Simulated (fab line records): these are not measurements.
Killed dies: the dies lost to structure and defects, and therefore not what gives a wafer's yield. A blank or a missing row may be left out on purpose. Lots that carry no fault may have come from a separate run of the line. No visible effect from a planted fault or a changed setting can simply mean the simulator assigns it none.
Split-lot experiment / flow n5Finfet / route with 1938 steps; 7 lots, 21 wafers read

## ABOUT THE SPLIT
At N5_BEOL_M13_SPUTTER_43 (material TaN, target thk 15 nm, time 24.19 s), the setting timeS was moved away from the recipe's 24.19 s on 9 of the 21 wafers read, by -14.6% to +6.9%. This setting was run at the recipe's value on the other wafers.

Reading taken at the split's own step.

## THE READING
TaN_of_BEOL_M13_SPUTTER_43.thkNm (the simulator's own value, which no gauge read), in nm, at N5_BEOL_M13_SPUTTER_43 (material TaN, target thk 15 nm, time 24.19 s). The file does not state a usual value for it. Across the 12 wafers here that went through the recipe, the average is 15.1 nm and the standard deviation 0.25 nm.

wafer=L080.2; tool, chamber at the split=pvdSputter-01, -; timeS as run, s=23.17; against the recipe=-4.2%; TaN_of_BEOL_M13_SPUTTER_43.thkNm, nm=14.8; against lot-mates on the recipe=no lot-mate on the recipe
wafer=L080.3; tool, chamber at the split=pvdSputter-01, -; timeS as run, s=23.17; against the recipe=-4.2%; TaN_of_BEOL_M13_SPUTTER_43.thkNm, nm=14.6; against lot-mates on the recipe=no lot-mate on the recipe
wafer=L080.6; tool, chamber at the split=pvdSputter-01, -; timeS as run, s=23.17; against the recipe=-4.2%; TaN_of_BEOL_M13_SPUTTER_43.thkNm, nm=14.6; against lot-mates on the recipe=no lot-mate on the recipe
wafer=L074.2; tool, chamber at the split=pvdSputter-02, -; timeS as run, s=24.19; against the recipe=recipe; TaN_of_BEOL_M13_SPUTTER_43.thkNm, nm=15.2; against lot-mates on the recipe=-
wafer=L074.4; tool, chamber at the split=pvdSputter-02, -; timeS as run, s=24.19; against the recipe=recipe; TaN_of_BEOL_M13_SPUTTER_43.thkNm, nm=15.4; against lot-mates on the recipe=-
wafer=L074.5; tool, chamber at the split=pvdSputter-02, -; timeS as run, s=24.19; against the recipe=recipe; TaN_of_BEOL_M13_SPUTTER_43.thkNm, nm=15.6; against lot-mates on the recipe=-
wafer=L084.1; tool, chamber at the split=pvdSputter-03, -; timeS as run, s=23.05; against the recipe=-4.7%; TaN_of_BEOL_M13_SPUTTER_43.thkNm, nm=13.8; against lot-mates on the recipe=-1.0
wafer=L084.2; tool, chamber at the split=pvdSputter-03, -; timeS as run, s=24.19; against the recipe=recipe; TaN_of_BEOL_M13_SPUTTER_43.thkNm, nm=14.8; against lot-mates on the recipe=-
wafer=L084.3; tool, chamber at the split=pvdSputter-03, -; timeS as run, s=24.19; against the recipe=recipe; TaN_of_BEOL_M13_SPUTTER_43.thkNm, nm=14.8; against lot-mates on the recipe=-
wafer=L083.2; tool, chamber at the split=pvdSputter-03, -; timeS as run, s=20.65; against the recipe=-14.6%; TaN_of_BEOL_M13_SPUTTER_43.thkNm, nm=12.8; against lot-mates on the recipe=-2.2
wafer=L083.5; tool, chamber at the split=pvdSputter-03, -; timeS as run, s=20.65; against the recipe=-14.6%; TaN_of_BEOL_M13_SPUTTER_43.thkNm, nm=12.6; against lot-mates on the recipe=-2.4
wafer=L083.6; tool, chamber at the split=pvdSputter-03, -; timeS as run, s=24.19; against the recipe=recipe; TaN_of_BEOL_M13_SPUTTER_43.thkNm, nm=15; against lot-mates on the recipe=-
wafer=L087.2; tool, chamber at the split=pvdSputter-01, -; timeS as run, s=25.87; against the recipe=+6.9%; TaN_of_BEOL_M13_SPUTTER_43.thkNm, nm=16; against lot-mates on the recipe=+1.2
wafer=L087.4; tool, chamber at the split=pvdSputter-01, -; timeS as run, s=24.19; against the recipe=recipe; TaN_of_BEOL_M13_SPUTTER_43.thkNm, nm=14.8; against lot-mates on the recipe=-
wafer=L087.5; tool, chamber at the split=pvdSputter-01, -; timeS as run, s=24.19; against the recipe=recipe; TaN_of_BEOL_M13_SPUTTER_43.thkNm, nm=14.8; against lot-mates on the recipe=-
wafer=L092.2; tool, chamber at the split=pvdSputter-01, -; timeS as run, s=24.19; against the recipe=recipe; TaN_of_BEOL_M13_SPUTTER_43.thkNm, nm=15.2; against lot-mates on the recipe=-
wafer=L092.4; tool, chamber at the split=pvdSputter-01, -; timeS as run, s=24.19; against the recipe=recipe; TaN_of_BEOL_M13_SPUTTER_43.thkNm, nm=15.2; against lot-mates on the recipe=-
wafer=L092.6; tool, chamber at the split=pvdSputter-01, -; timeS as run, s=24.19; against the recipe=recipe; TaN_of_BEOL_M13_SPUTTER_43.thkNm, nm=15; against lot-mates on the recipe=-
wafer=L094.1; tool, chamber at the split=pvdSputter-03, -; timeS as run, s=24.19; against the recipe=recipe; TaN_of_BEOL_M13_SPUTTER_43.thkNm, nm=15; against lot-mates on the recipe=-
wafer=L094.4; tool, chamber at the split=pvdSputter-03, -; timeS as run, s=20.68; against the recipe=-14.5%; TaN_of_BEOL_M13_SPUTTER_43.thkNm, nm=13; against lot-mates on the recipe=-2.0
wafer=L094.5; tool, chamber at the split=pvdSputter-03, -; timeS as run, s=20.68; against the recipe=-14.5%; TaN_of_BEOL_M13_SPUTTER_43.thkNm, nm=12.8; against lot-mates on the recipe=-2.2

THE FIT
A straight line over all 21 wafers: TaN_of_BEOL_M13_SPUTTER_43.thkNm changes by +0.154 nm for each +1% of timeS; r = +0.96; the points scatter about the line by 0.27 nm.
The same after taking each lot's own level away (the mean of its wafers on the recipe; 18 wafers): +0.154 nm for each +1%; r = +0.99; scatter 0.13 nm.
The reading moves by 2.2 nm for the largest change in timeS, on that fit.
From 14.80 to 15.40 nm: that is the span of the lots' own levels, equal to 2.4 times the standard deviation above.
Consequently the slope shifts little with the lot-to-lot level, the two slopes agreeing.
Check: -2.26 nm against its lot-mates is what the line predicts for one of the wafers moved furthest among these (-14.6%) when that wafer is left out of the fit. It came out at -2.2 nm against them.

## OTHER SPLITS APPLIED TO THESE WAFERS
Other splits were also applied to these wafers ahead of the reading. Each is held against what the fit with the lots' levels taken away leaves over:
other split on the same wafers=N5_BEOL_M8_EXPOSE_25 doseMj; wafers away from the commonest value=9; r with TaN_of_BEOL_M13_SPUTTER_43.thkNm (lot level and that fit taken away)=+0.15
other split on the same wafers=N5_BEOL_M8_VIA_ETCH_34 sourceW; wafers away from the commonest value=9; r with TaN_of_BEOL_M13_SPUTTER_43.thkNm (lot level and that fit taken away)=+0.03
other split on the same wafers=N5_BEOL_M9_ETCH_66 timeS; wafers away from the commonest value=6; r with TaN_of_BEOL_M13_SPUTTER_43.thkNm (lot level and that fit taken away)=+0.28
other split on the same wafers=N5_BEOL_M11_COAT_22 spinRpm; wafers away from the commonest value=4; r with TaN_of_BEOL_M13_SPUTTER_43.thkNm (lot level and that fit taken away)=+0.04
other split on the same wafers=N5_BEOL_M12_ETCH_68 timeS; wafers away from the commonest value=6; r with TaN_of_BEOL_M13_SPUTTER_43.thkNm (lot level and that fit taken away)=+0.39
other split on the same wafers=N5_BEOL_M12_SPUTTER_44 timeS; wafers away from the commonest value=4; r with TaN_of_BEOL_M13_SPUTTER_43.thkNm (lot level and that fit taken away)=+0.12

## THE FILE'S OWN FIT
TaN_of_BEOL_M13_SPUTTER_43.thkNm changes by +0.156 nm for each +1% of timeS, r = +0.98.
